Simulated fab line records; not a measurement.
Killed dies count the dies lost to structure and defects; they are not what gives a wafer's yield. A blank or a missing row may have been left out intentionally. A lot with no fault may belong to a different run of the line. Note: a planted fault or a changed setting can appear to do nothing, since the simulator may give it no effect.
One fault seen from 2 desks :: flow n5 finfet :: each desk holds nothing but its own numbers, with what lay behind them at the end

THE METROLOGY DESK
What the gauges read, lot by lot, whatever tool the lot ran on: means of the sampled wafers that have a number. If a lot's mean is further than 4 standard deviations from the usual mean, the lot is out of limits and carries the mark OUT (the distance appears in the brackets).
Columns: A = M6_OVL at N5_BEOL_M6_OVL_MEAS_12, usual -0.1 nm
lot: L387
first seen here: day 10 13:50
A: 0.3

lot: L389
first seen here: day 10 19:33
A: 0.1

lot: L392
first seen here: day 11 00:37
A: 0.8

lot: L390
first seen here: day 11 10:56
A: 0.0

lot: L393
first seen here: day 12 05:51
A: -0.4

lot: L395
first seen here: day 13 08:54
A: 0.9

lot: L400
first seen here: day 15 08:16
A: -1.0

lot: L404
first seen here: day 15 15:34
A: 0.5

lot: L401
first seen here: day 15 23:23
A: -0.3

lot: L406
first seen here: day 16 19:17
A: -0.2
This desk found nothing out of limits on any of the 10 lots.

TOOL OWNER'S DESK, litho track-01
The tool's own readings at N5_BEOL_M6_COAT_71 (time 60 s, resist thk 5 nm): means of the sampled wafers that have a number, for each lot that ran on this tool. If a lot's mean is further than 4 standard deviations from the usual mean, the lot is out of limits and carries the mark OUT (the distance appears in the brackets).
Columns: A = spin speed rpm at N5_BEOL_M6_COAT_71, usual 1499.6 rpm
lot: L387
first seen here: day 10 17:19
A: 1499.8

lot: L389
first seen here: day 11 00:01
A: 1498.7

lot: L393
first seen here: day 12 10:03
A: 1500.9

lot: L395
first seen here: day 13 13:29
A: 1499.9

lot: L400
first seen here: day 15 09:59
A: 1230.0 (-99 or more) OUT

lot: L404
first seen here: day 15 16:07
A: 1231.1 (-99 or more) OUT
This desk's finding: out of limits on L400, L404; first on L400, day 15 09:59 (spin speed rpm at N5_BEOL_M6_COAT_71). In limits: L387, L389, L393, L395.

PUT TOGETHER
On L400, L404, at day 15 09:59, an alarm was possible from the tool owner's desk.
Nothing out of limits was seen by the metrology desk.
The metrology desk holds a record of L400, L404, inside its limits.
Every lot named ran N5_BEOL_M6_COAT_71 on litho track-01.

WHAT WAS PUT IN BY THE SIMULATOR
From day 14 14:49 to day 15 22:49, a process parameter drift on litho track-01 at N5_BEOL_M6_COAT_71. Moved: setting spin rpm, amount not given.
Shown lots that were struck: L400, L404.
Time in hours from fault onset to the first out-of-limits reading at each desk: the tool owner's desk, 19.
